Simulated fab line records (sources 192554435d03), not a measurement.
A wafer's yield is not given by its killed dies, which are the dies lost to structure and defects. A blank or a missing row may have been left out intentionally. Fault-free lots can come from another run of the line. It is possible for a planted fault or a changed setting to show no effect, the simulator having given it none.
Split-lot trial + flow n5 finfet + 21 wafers read from 7 lots, route of 1938 steps

## ABOUT THE SPLIT
At N5_BEOL_M13_SPUTTER_44 (material Ta, target thk 10 nm, time 16.13 s), the setting power w was moved away from the recipe's 15000 W on 8 of the 21 wafers read, by -14.3% to +17.5%. All remaining wafers had this setting at the recipe value.

Reading taken at the split's own step.

## THE READING
Ta_of_BEOL_M13_SPUTTER_44.thk nm (the simulator's own value, which no gauge read), in nm, at N5_BEOL_M13_SPUTTER_44 (material Ta, target thk 10 nm, time 16.13 s). The file gives no usual value for it. The 13 wafers here that ran the recipe average 10.0 nm, standard deviation 0.16 nm.

| wafer  | tool, chamber at the split | power w as run, W | against the recipe | Ta_of_BEOL_M13_SPUTTER_44.thk nm, nm | against lot-mates on the recipe |
|--------|----------------------------|-------------------|--------------------|--------------------------------------|---------------------------------|
| L075.1 | pvd sputter-02, -          | 17630             | +17.5%             | 11.4                                 | +1.4                            |
| L075.3 | pvd sputter-02, -          | 15000             | recipe             | 10                                   | -                               |
| L075.6 | pvd sputter-02, -          | 15000             | recipe             | 10                                   | -                               |
| L076.4 | pvd sputter-02, -          | 16620             | +10.8%             | 11.4                                 | +1.2                            |
| L076.5 | pvd sputter-02, -          | 16620             | +10.8%             | 11.4                                 | +1.2                            |
| L076.6 | pvd sputter-02, -          | 15000             | recipe             | 10.2                                 | -                               |
| L078.2 | pvd sputter-01, -          | 16220             | +8.1%              | 11.2                                 | +0.9                            |
| L078.3 | pvd sputter-01, -          | 15000             | recipe             | 10.2                                 | -                               |
| L078.5 | pvd sputter-01, -          | 15000             | recipe             | 10.4                                 | -                               |
| L082.1 | pvd sputter-03, -          | 15000             | recipe             | 10                                   | -                               |
| L082.4 | pvd sputter-03, -          | 15000             | recipe             | 10                                   | -                               |
| L082.3 | pvd sputter-03, -          | 15000             | recipe             | 10.2                                 | -                               |
| L083.2 | pvd sputter-03, -          | 12860             | -14.3%             | 8.6                                  | -1.2                            |
| L083.4 | pvd sputter-03, -          | 15000             | recipe             | 9.8                                  | -                               |
| L083.6 | pvd sputter-03, -          | 12860             | -14.3%             | 8.4                                  | -1.4                            |
| L087.3 | pvd sputter-03, -          | 15000             | recipe             | 10                                   | -                               |
| L087.5 | pvd sputter-03, -          | 15000             | recipe             | 10                                   | -                               |
| L087.6 | pvd sputter-03, -          | 15000             | recipe             | 10                                   | -                               |
| L089.2 | pvd sputter-02, -          | 15000             | recipe             | 9.8                                  | -                               |
| L089.3 | pvd sputter-02, -          | 12850             | -14.3%             | 8.4                                  | -1.4                            |
| L089.6 | pvd sputter-02, -          | 12850             | -14.3%             | 8.2                                  | -1.6                            |

FIT RESULTS
A straight line over all 21 wafers: Ta_of_BEOL_M13_SPUTTER_44.thk nm changes by +0.11 nm for each +1% of power w; r = +0.98; the points scatter about the line by 0.22 nm.
The same after taking each lot's own level away (the mean of its wafers on the recipe; 21 wafers): +0.0968 nm for each +1%; r = +0.99; scatter 0.12 nm.
According to that fit, moving power w by its largest amount changes the reading by 1.7 nm.
Measured against the standard deviation above, the lots' own levels, which go from 9.80 to 10.30 nm, span 3.1 times it.
Thus the slope moves with the lot-to-lot level: the two fits are different.
Check: +1.81 nm against its lot-mates is what the line predicts for one of the wafers moved furthest among these (+17.5%) when that wafer is left out of the fit. Against them it came out at +1.4 nm.

## FURTHER SPLITS ON THESE WAFERS
Note: prior to the reading, these wafers also went through further splits. Each is held against what the fit with the lots' levels taken away leaves over:
| other split on the same wafers | wafers away from the commonest value | r with Ta_of_BEOL_M13_SPUTTER_44.thk nm (lot level and that fit taken away) |
|--------------------------------|--------------------------------------|-----------------------------------------------------------------------------|
| N5_BEOL_M11_EXPOSE_08 dose mj  | 7                                    | +0.06                                                                       |
| N5_BEOL_M12_COAT_58 spin rpm   | 3                                    | -0.38                                                                       |
| N5_BEOL_M12_COAT_04 spin rpm   | 9                                    | -0.33                                                                       |

## FILE'S OWN FIT
Ta_of_BEOL_M13_SPUTTER_44.thk nm changes by +0.0944 nm for each +1% of power w, r = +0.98.
